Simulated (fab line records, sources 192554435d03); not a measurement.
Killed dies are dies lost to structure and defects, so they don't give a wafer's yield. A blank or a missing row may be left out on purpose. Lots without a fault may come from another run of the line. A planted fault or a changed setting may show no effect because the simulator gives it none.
One fault seen from 2 desks | flow n5_finfet | each desk has only its own numbers; what lay behind them comes last

THE METROLOGY DESK
What the gauges read, lot by lot, whatever tool the lot ran on: means of the sampled wafers that have a number. A lot is out of limits, marked OUT, if its mean lies more than 4 standard deviations from the usual mean; the brackets give that distance. Of its 12 readings 7 are shown: those that lie furthest out on some lot.
Columns: A = trench_depth_nm at N5_BEOL_M1_OCD_MEAS_38, usual 54.6 nm; B = cd_nm at N5_BEOL_M1_CD_MEAS_35, usual 17.9 nm; C = DIBL_P at N5_BEOL_M4_RC_MEAS_101, usual 37.3 mV/V; D = ION_N at N5_BEOL_M4_RC_MEAS_101, usual 675 uA/um; E = ION_P at N5_BEOL_M4_RC_MEAS_101, usual 460 uA/um; F = SS_P at N5_BEOL_M4_RC_MEAS_101, usual 73.6 mV/dec; G = VT_N at N5_BEOL_M4_RC_MEAS_101, usual 249 mV
lot  | first seen here | A    | B    | C    | D   | E   | F    | G
L870 | day 6 08:26     | 53.2 | 17.6 | 38.6 | 677 | 456 | 74.9 | 248
L872 | day 7 02:59     | 53.8 | 18.0 | 39.3 | 684 | 456 | 74.0 | 247
L873 | day 7 11:03     | 52.5 | 18.0 | 37.9 | 677 | 469 | 73.4 | 250
L875 | day 7 19:05     | 55.3 | 18.0 | 39.0 | 693 | 468 | 73.9 | 249
L877 | day 8 18:38     | 56.8 | 18.0 | 40.1 | 684 | 470 | 74.5 | 248
L879 | day 8 21:42     | 54.1 | 17.8 | 32.9 | 668 | 465 | 72.6 | 254
L888 | day 11 00:06    | 52.0 | 18.4 | 33.2 | 674 | 461 | 72.8 | 252
L889 | day 11 06:47    | 52.9 | 18.0 | 38.5 | 670 | 455 | 73.4 | 248
L890 | day 12 00:34    | 52.5 | 17.9 | 37.3 | 667 | 451 | 73.1 | 250
This desk's finding: nothing out of limits on any of the 9 lots.

THE TOOL OWNER'S DESK: rie_diel-02
The tool's own readings at N5_BEOL_M1_TRENCH_ETCH_37 (etches SiOC in C4F6/O2, target depth 55.207 nm, time 29 s): means of the sampled wafers that have a number, for each lot that ran on this tool. A lot is out of limits, marked OUT, if its mean lies more than 4 standard deviations from the usual mean; the brackets give that distance. Of its 8 readings 7 are shown: those that lie furthest out on some lot.
Columns: A = chamber_pressure_mTorr at N5_BEOL_M1_TRENCH_ETCH_37, usual 30.000 mTorr; B = drypump_motor_current_A at N5_BEOL_M1_TRENCH_ETCH_37, usual 5.8 A; C = oes_f_703_au at N5_BEOL_M1_TRENCH_ETCH_37, usual 0.76 a.u.; D = oes_o_777_au at N5_BEOL_M1_TRENCH_ETCH_37, usual 0.77 a.u.; E = oes_product_au at N5_BEOL_M1_TRENCH_ETCH_37, usual 0.75 a.u.; F = rf_vpp_V at N5_BEOL_M1_TRENCH_ETCH_37, usual 657 V; G = throttle_valve_pct at N5_BEOL_M1_TRENCH_ETCH_37, usual 20.71 %
lot  | first seen here | A      | B   | C    | D    | E    | F   | G
L875 | day 7 18:56     | 29.999 | 6.0 | 0.74 | 0.76 | 0.73 | 654 | 20.71
L877 | day 8 18:29     | 29.997 | 6.4 | 0.93 | 0.95 | 0.89 | 654 | 20.51
L888 | day 10 23:57    | 29.990 | 6.4 | 0.85 | 0.88 | 0.77 | 649 | 20.61
L889 | day 11 06:37    | 29.987 | 5.5 | 0.79 | 0.79 | 0.74 | 679 | 20.43
L890 | day 12 00:24    | 30.017 | 6.4 | 0.87 | 0.86 | 0.81 | 657 | 20.56
This desk's finding: nothing out of limits on any of the 5 lots.

PUT TOGETHER
The metrology desk saw nothing out of limits.
The tool owner's desk saw nothing out of limits.

WHAT THE SIMULATOR HAD PUT IN
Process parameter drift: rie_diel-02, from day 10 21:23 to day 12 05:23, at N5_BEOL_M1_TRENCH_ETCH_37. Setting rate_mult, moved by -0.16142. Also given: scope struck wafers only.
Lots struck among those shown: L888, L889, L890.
